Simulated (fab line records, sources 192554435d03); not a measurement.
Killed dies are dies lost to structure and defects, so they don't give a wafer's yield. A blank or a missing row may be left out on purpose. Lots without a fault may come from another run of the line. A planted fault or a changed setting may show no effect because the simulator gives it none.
Problem report in the 8D (eight disciplines) form, filled by code | flow n5_finfet | the parts of the form that need people (team, actions taken, sign-off) are left out

1. THE PROBLEM
spin_speed_rpm at N5_BEOL_M12_COAT_58 reads a mean of 1460.9 rpm on 6 wafers of 2 lots; wafers without a fault read 1499.9 rpm with a standard deviation of 1.1. That is -35 standard deviations from the usual mean.
The step: time 60 s, resist thk 89 nm.
First seen on wafer L948.1, day 13 10:55, on litho_track-05. The record holds 33 wafers of 11 lots with a number at this step. Rule for "out", or "out of limits": more than 4 standard deviations from the usual mean. The other wafers with a number count as sound.

2. WHAT IT IS AND WHAT IT IS NOT
question                    | is                     | is not
which readings at this step | spin_speed_rpm         | dispense_pressure_kPa, exhaust_pa
which lots                  | L948, L949             | L937, L938, L939, L941, L942, L944, L957, L958, L960
which wafers of those lots  | all that have a number | -
read on which tools         | litho_track-05         | litho_track-01, litho_track-04
when                        | from day 13 10:55      | up to then (18 sound wafers); but 9 sound wafers of L957, L958, L960 came after

3. SUSPECTS, AND WHAT RULES EACH OUT
Counting: a tool at a process step up to the reading stays a suspect if it ran every lot that is out and no sound lot after the first of them.
- litho_track-05 at N5_BEOL_M12_COAT_58 (time 60 s, resist thk 89 nm): kept. It ran every lot that is out, first L948 (day 13 10:55), and no sound lot after that; its last sound lot up to then is L942 (day 11 21:34). Its own readings are out on those wafers: spin_speed_rpm.
Left after counting: litho_track-05 at N5_BEOL_M12_COAT_58.

4. THE CAUSE (what the simulator had put in)
Process parameter drift: litho_track-05, from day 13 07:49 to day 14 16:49, at N5_BEOL_M12_COAT_58. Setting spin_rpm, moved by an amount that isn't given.
Counting left only this tool.

5. THE CHAIN OF EFFECTS, in route order
Each row: a reading whose mean over the struck wafers that have a number lies more than 3 standard deviations from the usual. Only readings for which the record gives a usual standard deviation are gone through. hours: the time from each lot's start at the first step in this table that gives one to its start at this step, as a median over the lots. sigmas: the change in usual standard deviations.
hours | step                 | reading                  | usual      | on struck wafers | change | sigmas
0     | N5_BEOL_M12_COAT_58  | spin_speed_rpm           | 1499.9 rpm | 1460.9           | -39.0  | -35
1     | N5_BEOL_M12_STRIP_64 | strip_time_to_endpoint_s | 31.32 s    | 31.68            | +0.36  | +5.1
The process steps in it:
- N5_BEOL_M12_COAT_58: time 60 s, resist thk 89 nm.
- N5_BEOL_M12_STRIP_64: strips in N2/H2.
Later measuring or inspecting steps at which every struck wafer that the step has a row for has a number for every such reading, and none has moved that far: N5_BEOL_M12_CD_MEAS_10, N5_BEOL_M12_INSPECT_12.

6. WHAT WOULD HAVE CAUGHT IT SOONER
In this record the first reading out of limits was taken at day 13 10:55, 3 hours after the fault began at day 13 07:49.
